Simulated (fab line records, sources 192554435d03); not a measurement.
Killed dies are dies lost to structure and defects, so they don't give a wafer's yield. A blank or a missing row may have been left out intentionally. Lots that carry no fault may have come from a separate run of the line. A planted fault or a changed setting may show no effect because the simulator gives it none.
Split-lot experiment | flow n5 finfet | 21 wafers read from 7 lots, route of 1938 steps

## ON THE SPLIT
At N5_WELL_APT_EXPOSE_05 (exposes mask NWELL, defocus 0 nm, target cd 200 nm), the setting dose mj was moved away from the recipe's 20.3 on 6 of the 21 wafers read, by -5.6% to +6.5%. For the rest of the wafers, this setting stayed at what the recipe calls for.

## FROM THE SPLIT TO THE READING: what the file shows between them, 3 steps
- N5_WELL_APT_PEB_06: peb time 90 s
- N5_WELL_APT_DEVELOP_07: develop time 45 s
- N5_WELL_APT_HARDBAKE_12: time 120 s

## THE READING
cd nm, in nm, at N5_WELL_APT_CD_MEAS_08 (target cd 200 nm). A value of 200.2 nm with a standard deviation of 1.2 nm is what fault-free wafers of this fab line usually give.

wafer  | tool, chamber at the split | dose mj as run | against the recipe | cd nm, nm | against lot-mates on the recipe
L076.1 | krf scanner-02, 0          | 20.3           | recipe             | 199.6     | -
L076.4 | krf scanner-02, 0          | 19.23          | -5.3%              | 188.9     | -9.6
L076.5 | krf scanner-02, 0          | 20.3           | recipe             | 197.4     | -
L079.3 | krf scanner-01, 0          | 20.3           | recipe             | 199.5     | -
L079.4 | krf scanner-01, 0          | 20.3           | recipe             | 202.7     | -
L079.6 | krf scanner-01, 0          | 19.48          | -4.0%              | 192.2     | -8.9
L080.4 | krf scanner-02, 0          | 20.3           | recipe             | 201.9     | -
L080.5 | krf scanner-02, 0          | 20.3           | recipe             | 202.9     | -
L080.6 | krf scanner-02, 0          | 20.3           | recipe             | 203.1     | -
L084.1 | krf scanner-01, 0          | 19.16          | -5.6%              | 188.1     | -8.1
L084.4 | krf scanner-01, 0          | 19.16          | -5.6%              | 188.9     | -7.3
L084.5 | krf scanner-01, 0          | 20.3           | recipe             | 196.2     | -
L090.1 | krf scanner-01, 0          | 20.3           | recipe             | 200.8     | -
L090.2 | krf scanner-01, 0          | 20.3           | recipe             | 200.4     | -
L090.4 | krf scanner-01, 0          | 20.3           | recipe             | 202.1     | -
L095.1 | krf scanner-01, 0          | 20.3           | recipe             | 200.0     | -
L095.2 | krf scanner-01, 0          | 21.62          | +6.5%              | 209.7     | +9.7
L095.4 | krf scanner-01, 0          | 21.62          | +6.5%              | 212.4     | +12.4
L097.1 | krf scanner-01, 0          | 20.3           | recipe             | 201.1     | -
L097.5 | krf scanner-01, 0          | 20.3           | recipe             | 203.5     | -
L097.6 | krf scanner-01, 0          | 20.3           | recipe             | 201.6     | -

THE FIT
A straight line over all 21 wafers: cd nm changes by +1.91 nm for each +1% of dose mj; r = +0.95; the points scatter about the line by 2 nm.
The same after taking each lot's own level away (the mean of its wafers on the recipe; 21 wafers): +1.65 nm for each +1%; r = +0.97; scatter 1.2 nm.
According to that fit, moving dose mj by its largest amount changes the reading by 11 nm.
The lots' own levels span 196.20 to 202.63 nm, that is 5.4 times the standard deviation above.
So the slope is not independent of the lot-to-lot level: the two fits are not the same.
Check: for one of the wafers moved furthest among these (+6.5%), held out of the fit, the line's prediction against its lot-mates is +11.2 nm. Against them it came out at +9.7 nm.

## THESE WAFERS: OTHER SPLITS
Note: prior to the reading, these wafers also went through further splits. Each is held against what the fit with the lots' levels taken away leaves over:
other split on the same wafers | wafers away from the commonest value | r with cd nm (lot level and that fit taken away)
N5_WELL_APT_COAT_02 spin rpm   | 10                                   | +0.49

## THE WHOLE CHAIN: every reading that the file lists as answering this split, in the file's order
step                   | what it does             | reading                                                         | change (the file's fit)              | r (the file's)
N5_WELL_APT_CD_MEAS_08 | target cd 200 nm         | cd nm                                                           | +1.71 nm for each +1% of the setting | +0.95
N5_WELL_APT_DESCUM_13  | chemistry O2, time 7.9 s | WELL_APT.cd nm (the simulator's own value, which no gauge read) | +1.72 nm for each +1% of the setting | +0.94

## THE FILE'S OWN FIT
cd nm changes by +1.71 nm for each +1% of dose mj, r = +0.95.
